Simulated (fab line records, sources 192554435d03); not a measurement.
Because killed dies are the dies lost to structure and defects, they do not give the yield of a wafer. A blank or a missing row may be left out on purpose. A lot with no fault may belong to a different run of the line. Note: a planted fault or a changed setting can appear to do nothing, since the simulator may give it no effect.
A single fault, viewed from 2 desks || flow n5-finfet || what lay behind the numbers comes last; until then each desk has only its own

THE DEFECT DESK
Lot by lot, what the route's inspections counted, given as the mean of those sampled wafers with a number. Marked OUT: a lot whose mean sits more than 4 standard deviations from the usual mean, which makes it out of limits; the brackets give that distance.
Columns: A = raw-defect-count at N5_BEOL_M10_INSPECT_30, usual 417
{"lot": "L830", "first seen here": "day 11 09:08", "A": 357}
{"lot": "L836", "first seen here": "day 12 21:14", "A": 280}
{"lot": "L838", "first seen here": "day 13 17:23", "A": 483}
{"lot": "L839", "first seen here": "day 13 19:05", "A": 400}
{"lot": "L840", "first seen here": "day 14 00:25", "A": 586}
{"lot": "L842", "first seen here": "day 14 03:56", "A": 738}
{"lot": "L841", "first seen here": "day 14 12:33", "A": 417}
{"lot": "L847", "first seen here": "day 15 20:18", "A": 352}
{"lot": "L852", "first seen here": "day 17 05:30", "A": 367}
{"lot": "L853", "first seen here": "day 17 14:52", "A": 390}
Finding of this desk: none of the 10 lots has anything out of limits.

DESK OF THE TOOL OWNER: rie-diel-05
The tool's own readings at N5_BEOL_M10_STRIP_19 (strips in O2): means of the sampled wafers that have a number, for each lot that ran on this tool. Marked OUT: a lot whose mean sits more than 4 standard deviations from the usual mean, which makes it out of limits; the brackets give that distance.
Columns: A = drypump-motor-current-A at N5_BEOL_M10_STRIP_19, usual 5.9 A; B = oes-product-au at N5_BEOL_M10_STRIP_19, usual 0.78 a.u.; C = rf-vpp-V at N5_BEOL_M10_STRIP_19, usual 3.7 V; D = showerhead-plenum-p-Torr at N5_BEOL_M10_STRIP_19, usual 2.14 Torr; E = throttle-valve-pct at N5_BEOL_M10_STRIP_19, usual 16.66 %
{"lot": "L836", "first seen here": "day 12 18:40", "A": 5.4, "B": 0.75, "C": 3.3, "D": 2.14, "E": 16.74}
{"lot": "L839", "first seen here": "day 13 18:33", "A": 5.5, "B": 0.82, "C": 3.4, "D": 2.12, "E": 16.56}
{"lot": "L840", "first seen here": "day 13 23:53", "A": 6.0, "B": 0.77, "C": 3.8, "D": 2.16, "E": 16.68}
{"lot": "L842", "first seen here": "day 14 00:57", "A": 6.0, "B": 0.76, "C": 3.5, "D": 2.16, "E": 16.68}
{"lot": "L853", "first seen here": "day 17 10:43", "A": 5.2, "B": 0.76, "C": 3.9, "D": 2.08, "E": 16.72}
Finding of this desk: none of the 5 lots has anything out of limits.

BROUGHT TOGETHER
Nothing the defect desk looked at was out of limits.
Nothing out of limits was seen by the tool owner's desk.

WHAT WAS PUT IN BY THE SIMULATOR
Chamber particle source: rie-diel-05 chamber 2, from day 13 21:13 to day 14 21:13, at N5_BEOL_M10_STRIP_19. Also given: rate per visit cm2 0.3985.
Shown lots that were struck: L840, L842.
